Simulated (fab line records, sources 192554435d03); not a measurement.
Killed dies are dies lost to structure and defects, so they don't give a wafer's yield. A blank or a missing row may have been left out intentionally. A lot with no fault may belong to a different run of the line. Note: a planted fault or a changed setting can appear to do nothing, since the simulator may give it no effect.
fab line records | flow n5-finfet | part 1 of 2: steps 1 to 4 of 6
record lots=22 | wafers=66 | last-day=19
route steps=1938 shown BEOL_M6@1247 BEOL_M7@1263
lots untouched by any fault: they come from a run of this same line in which no faults occurred
start-h: hours from the record's first day to the start of the lot's first wafer shown | wait-h: how many hours have passed since the lot's step before this one | " identical to the entry in the row above | L1.1+2: several wafers, shown together as one row | - no value, or no start given | * or withheld: withheld | < > ~ a bound
route shown NAME@n: NAME is a module with steps in the file, n the number in the route of the first one | usual: average and standard deviation across the fault-free wafers | same: alike in all rows | chamber/n: place in a boat | sites: the reading at each site | _std_site: standard deviation of those values | _edge_site: mean of outer sites minus mean of inner sites | radius-mm: how far each site lies from the wafer's centre | mask NAME#n: copy n | behind: the last tool/chamber to shape the wafer | hold: why the lot was held/for how many hours/how that ended | device: names the non-switching transistor (n, p or np) | end of line: the tests these same wafers got at the end of their route | step lacking rows: just its recipe | killed: count of dies lost to structure and defects at first sort (not the wafer's yield) | map: per-die view of a wafer (x killed, . not killed, _ where there is no die)
set.NAME: setting as actually run; set.NAME@STEP: the setting as run at that earlier step | model.NAME: the simulator's own value behind a step, which no gauge read
a sample of lots followed through the steps of the route, with each step as a table and each wafer as a row
services: the hour from which a tool's chamber was out of use, counted from the record's first day as start-h (under 0 if before that day), plus the number of hours and why
## steps
# step N5_BEOL_M6_CD_MEAS_35
# recipe target-cd-nm=40 | target-cd-y-nm=28 | polarity=opening
# usual cd-nm=39.5/0.78
lot.wafer | tool      | chamber | start-h | wait-h | cd-nm
L074.2    | cd-sem-01 | -       | 207.53  | 0.0    | 40.0
L074.4    | "         | -       | "       | "      | 41.0
L074.5    | "         | -       | "       | "      | 40.1
L075.1    | cd-sem-02 | -       | 210.91  | 0.0    | 39.7
L075.3    | "         | -       | "       | "      | 38.7
L075.5    | "         | -       | "       | "      | 39.9
L076.1    | cd-sem-01 | -       | 211.11  | 0.0    | 39.7
L076.2    | "         | -       | "       | "      | 40.3
L076.6    | "         | -       | "       | "      | 40.6
L078.1    | cd-sem-02 | -       | 211.14  | 0.0    | 38.9
L078.2    | "         | -       | "       | "      | 38.6
L078.6    | "         | -       | "       | "      | 39.0
L077.2    | cd-sem-03 | -       | 221.33  | 0.0    | 38.8
L077.3    | "         | -       | "       | "      | 40.1
L077.4    | "         | -       | "       | "      | 39.9
L081.2    | cd-sem-02 | -       | 225.82  | 0.0    | 39.8
L081.3    | "         | -       | "       | "      | 39.4
L081.5    | "         | -       | "       | "      | 39.1
L080.1    | cd-sem-02 | -       | 231.64  | 0.0    | 39.7
L080.2    | "         | -       | "       | "      | 37.7
L080.6    | "         | -       | "       | "      | 38.9
L079.3    | cd-sem-02 | -       | 234.35  | 0.0    | 39.0
L079.4    | "         | -       | "       | "      | 39.5
L079.6    | "         | -       | "       | "      | 39.8
L083.1    | cd-sem-01 | -       | 237.92  | 0.0    | 39.8
L083.2    | "         | -       | "       | "      | 40.9
L083.3    | "         | -       | "       | "      | 40.5
L084.1    | cd-sem-02 | -       | 256.43  | 0.0    | 37.8
L084.3    | "         | -       | "       | "      | 38.3
L084.6    | "         | -       | "       | "      | 38.1
L085.1    | cd-sem-03 | -       | 259.01  | 0.0    | 40.0
L085.2    | "         | -       | "       | "      | 40.0
L085.6    | "         | -       | "       | "      | 39.1
L086.4    | cd-sem-01 | -       | 267.45  | 0.0    | 39.2
L086.5    | "         | -       | "       | "      | 40.1
L086.6    | "         | -       | "       | "      | 40.1
L088.2    | cd-sem-03 | -       | 271.67  | 0.0    | 40.0
L088.3    | "         | -       | "       | "      | 38.1
L088.6    | "         | -       | "       | "      | 40.2
L092.1    | cd-sem-01 | -       | 285.19  | 0.0    | 38.4
L092.4    | "         | -       | "       | "      | 39.5
L092.5    | "         | -       | "       | "      | 40.0
L087.1    | cd-sem-03 | -       | 286.13  | 0.0    | 39.3
L087.3    | "         | -       | "       | "      | 39.7
L087.5    | "         | -       | "       | "      | 39.0
L090.1    | cd-sem-02 | -       | 294.84  | 0.0    | 41.3
L090.4    | "         | -       | "       | "      | 40.1
L090.6    | "         | -       | "       | "      | 39.8
L091.1    | cd-sem-03 | -       | 295.25  | 0.0    | 37.8
L091.3    | "         | -       | "       | "      | 38.9
L091.4    | "         | -       | "       | "      | 39.8
L093.1    | cd-sem-03 | -       | 300.13  | 0.0    | 40.0
L093.4    | "         | -       | "       | "      | 40.6
L093.5    | "         | -       | "       | "      | 40.2
L094.2    | cd-sem-01 | -       | 300.18  | 0.0    | 39.3
L094.5    | "         | -       | "       | "      | 38.9
L094.6    | "         | -       | "       | "      | 39.6
L095.1    | cd-sem-01 | -       | 331.46  | 0.0    | 39.9
L095.3    | "         | -       | "       | "      | 39.1
L095.4    | "         | -       | "       | "      | 40.1
L097.1    | cd-sem-01 | -       | 338.32  | 0.0    | 39.2
L097.2    | "         | -       | "       | "      | 40.0
L097.5    | "         | -       | "       | "      | 39.9
L096.4    | cd-sem-03 | -       | 358.22  | 0.0    | 39.7
L096.5    | "         | -       | "       | "      | 38.6
L096.6    | "         | -       | "       | "      | 39.2
# step N5_BEOL_M6_DEGAS_44
# recipe ambient=vacuum | temp-c=250 | time-s=60
# usual heater-power-w=343/46
lot.wafer | tool           | chamber | start-h | wait-h | heater-power-w
L074.2    | pvd-sputter-03 | -       | 207.93  | 0.3    | 306
L074.4    | "              | -       | "       | "      | 311
L074.5    | "              | -       | "       | "      | 299
L075.1    | pvd-sputter-03 | -       | 211.43  | 0.4    | 316
L075.3    | "              | -       | "       | "      | 317
L075.5    | "              | -       | "       | "      | 319
L076.1    | pvd-sputter-03 | -       | 211.61  | 0.4    | 309
L076.2    | "              | -       | "       | "      | 322
L076.6    | "              | -       | "       | "      | 362
L078.1    | pvd-sputter-03 | -       | 211.91  | 0.6    | 302
L078.2    | "              | -       | "       | "      | 320
L078.6    | "              | -       | "       | "      | 360
L077.2    | pvd-sputter-03 | -       | 222.32  | 0.3    | 354
L077.3    | "              | -       | "       | "      | 312
L077.4    | "              | -       | "       | "      | 325
L081.2    | pvd-sputter-02 | -       | 226.68  | 0.5    | 348
L081.3    | "              | -       | "       | "      | 282
L081.5    | "              | -       | "       | "      | 402
L080.1    | pvd-sputter-02 | -       | 232.23  | 0.5    | 355
L080.2    | "              | -       | "       | "      | 397
L080.6    | "              | -       | "       | "      | 402
L079.3    | pvd-sputter-01 | -       | 234.93  | 0.4    | 347
L079.4    | "              | -       | "       | "      | 443
L079.6    | "              | -       | "       | "      | 310
L083.1    | pvd-sputter-03 | -       | 238.70  | 0.5    | 300
L083.2    | "              | -       | "       | "      | 314
L083.3    | "              | -       | "       | "      | 313
L084.1    | pvd-sputter-01 | -       | 256.86  | 0.3    | 459
L084.3    | "              | -       | "       | "      | 347
L084.6    | "              | -       | "       | "      | 351
L085.1    | pvd-sputter-01 | -       | 259.68  | 0.4    | 356
L085.2    | "              | -       | "       | "      | 348
L085.6    | "              | -       | "       | "      | 328
L086.4    | pvd-sputter-01 | -       | 268.33  | 0.6    | 308
L086.5    | "              | -       | "       | "      | 340
L086.6    | "              | -       | "       | "      | 359
L088.2    | pvd-sputter-02 | -       | 272.31  | 0.5    | 311
L088.3    | "              | -       | "       | "      | 402
L088.6    | "              | -       | "       | "      | 357
L092.1    | pvd-sputter-02 | -       | 286.07  | 0.7    | 405
L092.4    | "              | -       | "       | "      | 283
L092.5    | "              | -       | "       | "      | 286
L087.1    | pvd-sputter-02 | -       | 286.67  | 0.4    | 277
L087.3    | "              | -       | "       | "      | 406
L087.5    | "              | -       | "       | "      | 352
L090.1    | pvd-sputter-02 | -       | 295.52  | 0.6    | 274
L090.4    | "              | -       | "       | "      | 404
L090.6    | "              | -       | "       | "      | 279
L091.1    | pvd-sputter-02 | -       | 295.68  | 0.3    | 398
L091.3    | "              | -       | "       | "      | 362
L091.4    | "              | -       | "       | "      | 307
L093.1    | pvd-sputter-02 | -       | 301.82  | 1.6    | 360
L093.4    | "              | -       | "       | "      | 277
L093.5    | "              | -       | "       | "      | 393
L094.2    | pvd-sputter-02 | -       | 301.90  | 1.6    | 309
L094.5    | "              | -       | "       | "      | 285
L094.6    | "              | -       | "       | "      | 409
L095.1    | pvd-sputter-01 | -       | 332.16  | 0.6    | 311
L095.3    | "              | -       | "       | "      | 359
L095.4    | "              | -       | "       | "      | 442
L097.1    | pvd-sputter-02 | -       | 338.95  | 0.5    | 280
L097.2    | "              | -       | "       | "      | 412
L097.5    | "              | -       | "       | "      | 289
L096.4    | pvd-sputter-01 | -       | 359.00  | 0.5    | 297
L096.5    | "              | -       | "       | "      | 355
L096.6    | "              | -       | "       | "      | 352
# step N5_BEOL_M7_ILD_DEP_00
# recipe material=SiCOH_lowk | target-thk-a=1797.5 | temp-c=300 | precursor=DEMS/porogen | pressure-torr=5 | rf-w=500 | time-s=33.4
# usual heater-power-w=311/48 | rf-fwd-power-W=495.1/2.4 | showerhead-plenum-p-Torr=5.745/0.015 | throttle-valve-pct=13.8/0.83
lot.wafer | tool     | chamber | start-h | wait-h | heater-power-w | rf-fwd-power-W | showerhead-plenum-p-Torr | throttle-valve-pct
L074.2    | pecvd-04 | 1       | 209.74  | 0.0    | 316            | 494.3          | 5.763                    | 15.4
L074.4    | "        | 2       | "       | "      | 313            | 499.7          | 5.750                    | 13.7
L074.5    | "        | 1       | "       | "      | 325            | 492.0          | 5.753                    | 15.8
L075.1    | pecvd-04 | 0       | 213.48  | 0.0    | 282            | 496.7          | 5.755                    | 14.4
L075.3    | "        | 2       | "       | "      | 367            | 496.3          | 5.738                    | 13.5
L075.5    | "        | 2       | "       | "      | 367            | 497.4          | 5.739                    | 13.9
L076.1    | pecvd-02 | 2       | 215.26  | 0.0    | 291            | 497.2          | 5.745                    | 12.4
L076.2    | "        | 0       | "       | "      | 316            | 495.5          | 5.764                    | 13.5
L076.6    | "        | 0       | "       | "      | 317            | 493.3          | 5.744                    | 13.6
L078.1    | pecvd-04 | 1       | 215.53  | 0.0    | 341            | 493.2          | 5.758                    | 15.6
L078.2    | "        | 0       | "       | "      | 298            | 494.6          | 5.754                    | 14.5
L078.6    | "        | 2       | "       | "      | 349            | 499.3          | 5.737                    | 13.5
L077.2    | pecvd-01 | 1       | 224.54  | 0.0    | 350            | 495.7          | 5.759                    | 13.4
L077.3    | "        | 1       | "       | "      | 359            | 496.8          | 5.747                    | 13.4
L077.4    | "        | 0       | "       | "      | 277            | 494.9          | 5.736                    | 14.1
L081.2    | pecvd-02 | 1       | 228.97  | 0.0    | 259            | 494.6          | 5.723                    | 13.5
L081.3    | "        | 0       | "       | "      | 314            | 490.7          | 5.759                    | 13.7
L081.5    | "        | 0       | "       | "      | 324            | 495.5          | 5.765                    | 13.7
L080.1    | pecvd-02 | 2       | 235.62  | 0.0    | 341            | 496.3          | 5.752                    | 12.8
L080.2    | "        | 1       | "       | "      | 257            | 495.7          | 5.736                    | 13.8
L080.6    | "        | 2       | "       | "      | 352            | 498.5          | 5.759                    | 12.6
L079.3    | pecvd-02 | 2       | 236.71  | 0.0    | 288            | 496.7          | 5.739                    | 12.9
L079.4    | "        | 0       | "       | "      | 284            | 490.0          | 5.765                    | 13.4
L079.6    | "        | 2       | "       | "      | 292            | 496.8          | 5.754                    | 12.6
L083.1    | pecvd-01 | 1       | 240.48  | 0.0    | 381            | 494.2          | 5.744                    | 13.6
L083.2    | "        | 2       | "       | "      | 398            | 494.4          | 5.720                    | 12.6
L083.3    | "        | 0       | "       | "      | 250            | 496.6          | 5.741                    | 13.9
L084.1    | pecvd-01 | 0       | 259.11  | 0.0    | 289            | 497.1          | 5.705                    | 14.0
L084.3    | "        | 2       | "       | "      | 420            | 492.4          | 5.735                    | 12.4
L084.6    | "        | 2       | "       | "      | 427            | 492.2          | 5.719                    | 12.5
L085.1    | pecvd-01 | 2       | 261.61  | 0.0    | 435            | 492.6          | 5.721                    | 12.8
L085.2    | "        | 1       | "       | "      | 341            | 494.1          | 5.739                    | 13.3
L085.6    | "        | 1       | "       | "      | 337            | 495.5          | 5.740                    | 13.5
L086.4    | pecvd-04 | 0       | 270.23  | 0.1    | 306            | 492.7          | 5.765                    | 14.4
L086.5    | "        | 2       | "       | "      | 300            | 494.9          | 5.735                    | 13.8
L086.6    | "        | 1       | "       | "      | 280            | 494.3          | 5.756                    | 15.6
L088.2    | pecvd-02 | 2       | 274.27  | 0.0    | 325            | 496.8          | 5.744                    | 12.8
L088.3    | "        | 1       | "       | "      | 223            | 493.3          | 5.738                    | 13.7
L088.6    | "        | 2       | "       | "      | 331            | 497.6          | 5.761                    | 12.8
L092.1    | pecvd-01 | 2       | 287.88  | 0.0    | 441            | 494.3          | 5.721                    | 12.5
L092.4    | "        | 2       | "       | "      | 350            | 495.4          | 5.741                    | 12.5
L092.5    | "        | 1       | "       | "      | 364            | 495.0          | 5.748                    | 13.5
L087.1    | pecvd-04 | 1       | 288.43  | 0.0    | 287            | 496.6          | 5.744                    | 15.4
L087.3    | "        | 2       | "       | "      | 352            | 496.0          | 5.729                    | 13.8
L087.5    | "        | 0       | "       | "      | 266            | 493.9          | 5.767                    | 14.4
L090.1    | pecvd-02 | 0       | 297.60  | 0.0    | 335            | 489.6          | 5.760                    | 13.5
L090.4    | "        | 2       | "       | "      | 316            | 498.3          | 5.758                    | 13.0
L090.6    | "        | 0       | "       | "      | 259            | 490.8          | 5.754                    | 13.8
L091.1    | pecvd-02 | 0       | 298.05  | 0.0    | 316            | 490.0          | 5.745                    | 13.6
L091.3    | "        | 1       | "       | "      | 259            | 498.5          | 5.737                    | 13.7
L091.4    | "        | 2       | "       | "      | 327            | 497.0          | 5.751                    | 12.8
L093.1    | pecvd-02 | 2       | 303.51  | 0.0    | 340            | 495.6          | 5.771                    | 12.7
L093.4    | "        | 0       | "       | "      | 311            | 491.9          | 5.760                    | 13.3
L093.5    | "        | 1       | "       | "      | 264            | 496.9          | 5.731                    | 13.6
L094.2    | pecvd-01 | 2       | 303.69  | 0.0    | 395            | 493.0          | 5.739                    | 12.7
L094.5    | "        | 0       | "       | "      | 250            | 495.8          | 5.741                    | 14.2
L094.6    | "        | 2       | "       | "      | 396            | 492.1          | 5.747                    | 12.7
L095.1    | pecvd-02 | 1       | 334.63  | 0.0    | 251            | 492.5          | 5.731                    | 13.5
L095.3    | "        | 0       | "       | "      | 289            | 489.2          | 5.766                    | 13.4
L095.4    | "        | 1       | "       | "      | 246            | 494.8          | 5.734                    | 13.6
L097.1    | pecvd-04 | 1       | 341.29  | 0.0    | 286            | 495.9          | 5.750                    | 15.3
L097.2    | "        | 0       | "       | "      | 325            | 494.4          | 5.758                    | 14.1
L097.5    | "        | 1       | "       | "      | 285            | 494.9          | 5.753                    | 15.3
L096.4    | pecvd-04 | 2       | 361.25  | 0.1    | 331            | 499.9          | 5.754                    | 13.9
L096.5    | "        | 0       | "       | "      | 319            | 492.3          | 5.737                    | 14.4
L096.6    | "        | 1       | "       | "      | 334            | 495.0          | 5.752                    | 15.8
# step N5_BEOL_M7_ETCH_61
# recipe chemistry=CF4 | target=SiARC | target-depth-a=455 | mask-material=CAR-ArF | time-s=75.8 | ion-energy-ev=80 | pressure-mtorr=40 | source-w=545 | bias-w=36 | Ar_flow_sccm=100 | cf4-flow-sccm=100 | ends=cleared
# usual drypump-motor-current-A=5.6/0.47 | etch-rf-on-time-s=76.8/2.4 | mfc-ar-sccm=100.0/0.32 | oes-product-au=0.69/0.089 | rf-fwd-power-W=538.8/2.8 | rf-vpp-V=184.2/1.2 | showerhead-plenum-p-Torr=2.16/0.07 | throttle-valve-pct=15.56/0.29
lot.wafer | tool        | chamber | start-h | wait-h | drypump-motor-current-A | etch-rf-on-time-s | mfc-ar-sccm | oes-product-au | rf-fwd-power-W | rf-hours-counter-h | rf-vpp-V | showerhead-plenum-p-Torr | throttle-valve-pct
L074.2    | rie-diel-05 | 1       | 212.06  | 0.0    | 5.5                     | 79.9              | 99.9        | 0.58           | 542.5          | 219                | 183.9    | 2.10                     | 15.65
L074.4    | "           | 3       | "       | "      | 5.2                     | 73.6              | 99.9        | 0.59           | 536.5          | 247                | 184.2    | 2.10                     | 15.99
L074.5    | "           | 1       | "       | "      | 5.5                     | 79.4              | 99.9        | 0.58           | 541.9          | -                  | 184.3    | 2.10                     | 15.67
L075.1    | rie-diel-04 | 1       | 215.21  | 0.0    | 6.2                     | 74.7              | 100.4       | 0.58           | 534.4          | 241                | 182.2    | 2.06                     | 15.99
L075.3    | "           | 3       | "       | "      | 5.0                     | 78.6              | 100.0       | 0.73           | 541.9          | 38                 | 183.8    | 2.18                     | 15.11
L075.5    | "           | 3       | "       | "      | 5.0                     | 78.4              | 100.0       | 0.74           | 542.1          | -                  | 184.7    | 2.18                     | 15.10
L076.1    | rie-diel-05 | 0       | 218.41  | 0.0    | 6.5                     | 78.9              | 99.8        | 0.60           | 539.5          | 201                | 185.2    | 2.21                     | 15.92
L076.2    | "           | 3       | "       | "      | 5.3                     | 75.3              | 100.0       | 0.58           | 535.1          | 249                | 182.7    | 2.10                     | 16.00
L076.6    | "           | 1       | "       | "      | 5.5                     | 80.8              | 99.8        | 0.57           | 539.1          | -                  | 184.2    | 2.10                     | 15.67
L078.1    | rie-diel-04 | 2       | 218.64  | 0.0    | 4.9                     | 74.0              | 100.2       | 0.69           | 539.5          | 97                 | 184.3    | 2.16                     | 15.52
L078.2    | "           | 0       | "       | "      | 5.2                     | 77.3              | 100.2       | 0.77           | 537.9          | 21                 | 184.8    | 2.26                     | 15.07
L078.6    | "           | 2       | "       | "      | 4.9                     | 74.1              | 99.9        | 0.69           | 538.4          | -                  | 183.7    | 2.16                     | 15.52
L077.2    | rie-diel-02 | 2       | 226.82  | 0.0    | 5.6                     | 72.4              | 100.7       | 0.86           | 535.2          | 1                  | 182.1    | 2.12                     | 15.60
L077.3    | "           | 1       | "       | "      | 5.8                     | 78.9              | 99.6        | 0.60           | 538.1          | 194                | 187.2    | 2.21                     | 15.88
L077.4    | "           | 0       | "       | "      | 6.1                     | 80.1              | 100.0       | 0.61           | 537.7          | 202                | 184.5    | 2.13                     | 15.82
L081.2    | rie-diel-02 | 3       | 232.32  | 0.0    | 5.4                     | 76.6              | 100.0       | 0.74           | 541.9          | 49                 | 185.6    | 2.26                     | 15.40
L081.3    | "           | 1       | "       | "      | 5.8                     | 78.1              | 99.6        | 0.60           | 535.3          | 196                | 186.5    | 2.21                     | 15.88
L081.5    | "           | 1       | "       | "      | 5.8                     | 78.2              | 99.7        | 0.61           | 534.8          | -                  | 185.6    | 2.21                     | 15.91
L080.1    | rie-diel-04 | 3       | 238.23  | 0.0    | 5.0                     | 79.0              | 99.9        | 0.73           | 541.1          | 44                 | 183.3    | 2.17                     | 15.11
L080.2    | "           | 2       | "       | "      | 4.9                     | 73.7              | 100.3       | 0.68           | 539.0          | 103                | 184.4    | 2.15                     | 15.53
L080.6    | "           | 2       | "       | "      | 4.9                     | 74.8              | 100.0       | 0.69           | 540.1          | -                  | 182.9    | 2.15                     | 15.55
L079.3    | rie-diel-02 | 3       | 238.72  | 0.0    | 5.4                     | 75.8              | 99.5        | 0.74           | 543.1          | 51                 | 185.4    | 2.26                     | 15.38
L079.4    | "           | 0       | "       | "      | 6.0                     | 78.8              | 100.3       | 0.61           | 535.1          | 206                | 183.3    | 2.13                     | 15.81
L079.6    | "           | 1       | "       | "      | 5.8                     | 77.5              | 99.4        | 0.59           | 536.5          | -                  | 183.9    | 2.21                     | 15.89
L083.1    | rie-diel-02 | 1       | 242.37  | 0.0    | 5.8                     | 78.1              | 100.4       | 0.60           | 533.0          | 198                | 186.4    | 2.21                     | 15.89
L083.2    | "           | 0       | "       | "      | 6.0                     | 80.0              | 100.3       | 0.61           | 537.1          | 207                | 184.7    | 2.13                     | 15.84
L083.3    | "           | 2       | "       | "      | 5.6                     | 72.1              | 100.4       | 0.84           | 536.4          | 4                  | 182.9    | 2.12                     | 15.61
L084.1    | rie-diel-05 | 3       | 260.84  | 0.0    | 5.3                     | 74.0              | 99.8        | 0.83           | 537.8          | 3                  | 184.0    | 2.10                     | 15.52
L084.3    | "           | 2       | "       | "      | 5.7                     | 74.9              | 100.7       | 0.75           | 542.3          | 43                 | 185.1    | 2.08                     | 15.25
L084.6    | "           | 0       | "       | "      | 6.4                     | 78.9              | 100.5       | 0.59           | 539.7          | -                  | 184.5    | 2.20                     | 15.95
L085.1    | rie-diel-02 | 2       | 264.03  | 0.0    | 5.7                     | 73.5              | 100.3       | 0.83           | 536.1          | 7                  | 183.8    | 2.12                     | 15.62
L085.2    | "           | 3       | "       | "      | 5.4                     | 77.6              | 100.1       | 0.72           | 541.0          | 58                 | 185.0    | 2.26                     | 15.40
L085.6    | "           | 3       | "       | "      | 5.4                     | 77.0              | 100.3       | 0.72           | 542.0          | -                  | 186.0    | 2.26                     | 15.40
L086.4    | rie-diel-05 | 2       | 272.31  | 0.0    | 5.8                     | 74.4              | 100.3       | 0.76           | 538.9          | 46                 | 183.1    | 2.08                     | 15.26
L086.5    | "           | 1       | "       | "      | 5.5                     | 80.6              | 99.9        | 0.56           | 537.7          | -                  | 185.2    | 2.09                     | 15.71
L086.6    | "           | 2       | "       | "      | 5.8                     | 74.1              | 99.6        | 0.76           | 539.9          | -                  | 183.8    | 2.08                     | 15.27
L088.2    | rie-diel-04 | 2       | 275.87  | 0.0    | 4.9                     | 73.9              | 100.1       | 0.68           | 538.1          | 117                | 184.9    | 2.15                     | 15.58
L088.3    | "           | 3       | "       | "      | 5.0                     | 78.4              | 100.2       | 0.71           | 545.2          | 59                 | 184.0    | 2.17                     | 15.15
L088.6    | "           | 1       | "       | "      | 6.2                     | 75.5              | 100.5       | 0.85           | 538.0          | -                  | 185.9    | 2.31                     | 15.57
L092.1    | rie-diel-05 | 1       | 290.17  | 0.0    | 5.5                     | 80.7              | 100.0       | 0.56           | 539.1          | 245                | 185.0    | 2.09                     | 15.70
L092.4    | "           | 0       | "       | "      | 6.5                     | 78.1              | 100.1       | 0.59           | 541.1          | 226                | 183.9    | 2.20                     | 15.97
L092.5    | "           | 3       | "       | "      | 5.2                     | 74.9              | 100.1       | 0.79           | 536.8          | -                  | 183.2    | 2.10                     | 15.55
L087.1    | rie-diel-05 | 1       | 290.51  | 0.0    | 5.5                     | 79.6              | 100.4       | 0.56           | 541.1          | 245                | 183.5    | 2.09                     | 15.72
L087.3    | "           | 2       | "       | "      | 5.8                     | 73.9              | 100.2       | 0.75           | 541.9          | 53                 | 183.0    | 2.08                     | 15.28
L087.5    | "           | 0       | "       | "      | 6.4                     | 77.5              | 99.9        | 0.58           | 536.0          | -                  | 184.1    | 2.20                     | 15.97
L090.1    | rie-diel-05 | 3       | 300.37  | 0.0    | 5.2                     | 74.6              | 99.8        | 0.79           | 536.9          | 16                 | 183.6    | 2.09                     | 15.56
L090.4    | "           | 0       | "       | "      | 6.5                     | 78.7              | 100.4       | 0.58           | 539.5          | 229                | 184.2    | 2.20                     | 15.97
L090.6    | "           | 1       | "       | "      | 5.5                     | 81.5              | 99.8        | 0.55           | 540.2          | -                  | 181.6    | 2.09                     | 15.70
L091.1    | rie-diel-05 | 0       | 300.66  | 0.0    | 6.5                     | 77.2              | 100.1       | 0.59           | 538.5          | 229                | 184.0    | 2.20                     | 15.96
L091.3    | "           | 1       | "       | "      | 5.5                     | 80.4              | 100.1       | 0.56           | 539.1          | 249                | 184.7    | 2.09                     | 15.71
L091.4    | "           | 2       | "       | "      | 5.8                     | 74.5              | 100.0       | 0.75           | 542.7          | 56                 | 182.9    | 2.08                     | 15.29
L093.1    | rie-diel-02 | 2       | 306.11  | 0.0    | 5.7                     | 74.3              | 100.0       | 0.80           | 537.4          | 19                 | 182.8    | 2.11                     | 15.65
L093.4    | "           | 1       | "       | "      | 5.8                     | 78.2              | 100.3       | 0.59           | 538.5          | 220                | 184.5    | 2.21                     | 15.93
L093.5    | "           | 3       | "       | "      | 5.4                     | 77.4              | 100.3       | 0.71           | 541.0          | -                  | 186.1    | 2.25                     | 15.44
L094.2    | rie-diel-04 | 2       | 306.34  | 0.0    | 4.9                     | 73.2              | 100.1       | 0.68           | 541.2          | 126                | 185.3    | 2.15                     | 15.60
L094.5    | "           | 1       | "       | "      | 6.2                     | 74.4              | 100.2       | 0.82           | 535.6          | -                  | 185.1    | 2.30                     | 15.57
L094.6    | "           | 0       | "       | "      | 5.3                     | 76.4              | 100.0       | 0.74           | 537.0          | -                  | 184.1    | 2.25                     | 15.10
L095.1    | rie-diel-04 | 3       | 337.13  | 0.0    | 5.0                     | 78.2              | 100.2       | 0.69           | 542.1          | 77                 | 184.7    | 2.16                     | 15.20
L095.3    | "           | 0       | "       | "      | 5.3                     | 77.7              | 99.6        | 0.72           | 538.7          | 55                 | 184.6    | 2.25                     | 15.12
L095.4    | "           | 1       | "       | "      | 6.2                     | 75.2              | 99.5        | 0.80           | 531.6          | 22                 | 185.2    | 2.30                     | 15.60
L097.1    | rie-diel-04 | 1       | 343.98  | 0.0    | 6.2                     | 74.8              | 100.8       | 0.79           | 538.3          | 25                 | 185.6    | 2.30                     | 15.61
L097.2    | "           | 3       | "       | "      | 5.0                     | 78.0              | 99.8        | 0.69           | 542.0          | 79                 | 183.6    | 2.16                     | 15.19
L097.5    | "           | 3       | "       | "      | 5.0                     | 77.9              | 99.9        | 0.69           | 541.4          | -                  | 184.7    | 2.16                     | 15.18
L096.4    | rie-diel-05 | 2       | 364.74  | 0.0    | 5.8                     | 76.0              | 99.8        | 0.72           | 542.9          | 77                 | 182.7    | 2.07                     | 15.32
L096.5    | "           | 0       | "       | "      | 6.4                     | 78.9              | 100.2       | 0.57           | 539.1          | -                  | 184.1    | 2.19                     | 16.01
L096.6    | "           | 3       | "       | "      | 5.2                     | 74.9              | 99.9        | 0.75           | 535.5          | -                  | 183.6    | 2.09                     | 15.56
